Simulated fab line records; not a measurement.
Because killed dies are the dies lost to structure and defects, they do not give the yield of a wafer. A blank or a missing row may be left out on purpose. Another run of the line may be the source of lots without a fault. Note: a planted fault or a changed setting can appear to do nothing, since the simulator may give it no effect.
Which tool did it? / flow nand harc / 6 lots, 18 wafers sampled, at 4 steps of a route of 1302

== WHAT THE GAUGES READ, wafer by wafer ==
NHARC_P_GATE_CD_MEAS_46: target cd 720 nm.
lot=L306; measured=day 7 10:30; on=cd sem-03; cd nm (nm)=721.2 720.9 720.5
lot=L311; measured=day 9 07:46; on=cd sem-01; cd nm (nm)=726.8 717.4 724.5
lot=L318; measured=day 12 10:20; on=cd sem-01; cd nm (nm)=719.8 721.1 720.2
lot=L321; measured=day 13 15:24; on=cd sem-03; cd nm (nm)=720.5 719.7 718.6
lot=L323; measured=day 14 04:10; on=cd sem-01; cd nm (nm)=721.6 720.5 722.2
lot=L325; measured=day 14 23:33; on=cd sem-02; cd nm (nm)=721.5 721.2 720.3

== WHAT TOOL EACH LOT RAN ON (gives the tool, then ch and the chambers of the sampled wafers, and finally the start) ==
lot=L306; NHARC_P_GATE_ETCH_104=rie diel-01 ch 1,2,3, day 6 22:52; NHARC_P_GATE_ETCH_114=rie diel-01 ch 1,3, day 7 10:20 or earlier; NHARC_P_GATE_EXPOSE_43=krf scanner-03 ch 0, day 7 10:20
lot=L311; NHARC_P_GATE_ETCH_104=rie diel-03 ch 0,1, day 8 20:06; NHARC_P_GATE_ETCH_114=rie diel-03 ch 2,3, day 9 07:37 or earlier; NHARC_P_GATE_EXPOSE_43=krf scanner-03 ch 0, day 9 07:37
lot=L318; NHARC_P_GATE_ETCH_104=rie diel-01 ch 0,2,3, day 11 22:35; NHARC_P_GATE_ETCH_114=rie diel-01 ch 0,1,3, day 12 10:10 or earlier; NHARC_P_GATE_EXPOSE_43=krf scanner-04 ch 0, day 12 10:10
lot=L321; NHARC_P_GATE_ETCH_104=rie diel-01 ch 0,1,3, day 13 03:40; NHARC_P_GATE_ETCH_114=rie diel-01 ch 0,2,3, day 13 15:14 or earlier; NHARC_P_GATE_EXPOSE_43=krf scanner-03 ch 0, day 13 15:14
lot=L323; NHARC_P_GATE_ETCH_104=rie diel-01 ch 0,3, day 13 16:35; NHARC_P_GATE_ETCH_114=rie diel-01 ch 0,1,2, day 14 04:00 or earlier; NHARC_P_GATE_EXPOSE_43=krf scanner-02 ch 0, day 14 04:00
lot=L325; NHARC_P_GATE_ETCH_104=rie diel-01 ch 0,1,2, day 14 11:50; NHARC_P_GATE_ETCH_114=rie diel-01 ch 0,2,3, day 14 23:23 or earlier; NHARC_P_GATE_EXPOSE_43=krf scanner-02 ch 0, day 14 23:23
- NHARC_P_GATE_ETCH_104: etches the open film in CF4/CHF3, target depth 60 nm.
- NHARC_P_GATE_ETCH_114: etches the open film in CF4/O2, target depth 30 nm, overetch 3 nm, time 16.5 s.
- NHARC_P_GATE_EXPOSE_43: exposes mask P NSD, target cd 720 nm.

== THE ANSWER, worked out from the rows above alone ==
Rule: the lots themselves supply what counts as usual. Put in order of their means at a reading, lots are off if they are a third of the lots or fewer, leave a main group of 4 or more, and stand apart from it by a gap of 3 or more times the standard deviation of the main group's means; of several such gaps the widest counts. If all means in a main group match to the digits the tables above print for the reading, that group is not used. Also off: a lot with no number at a reading for which 4 or more lots have one. Where the step has rows for the other lots, those lots are counted as sound.
Across all readings shown, no lot is off: no conclusion can be drawn from this.

== WHAT THE SIMULATOR HAD INSERTED ==
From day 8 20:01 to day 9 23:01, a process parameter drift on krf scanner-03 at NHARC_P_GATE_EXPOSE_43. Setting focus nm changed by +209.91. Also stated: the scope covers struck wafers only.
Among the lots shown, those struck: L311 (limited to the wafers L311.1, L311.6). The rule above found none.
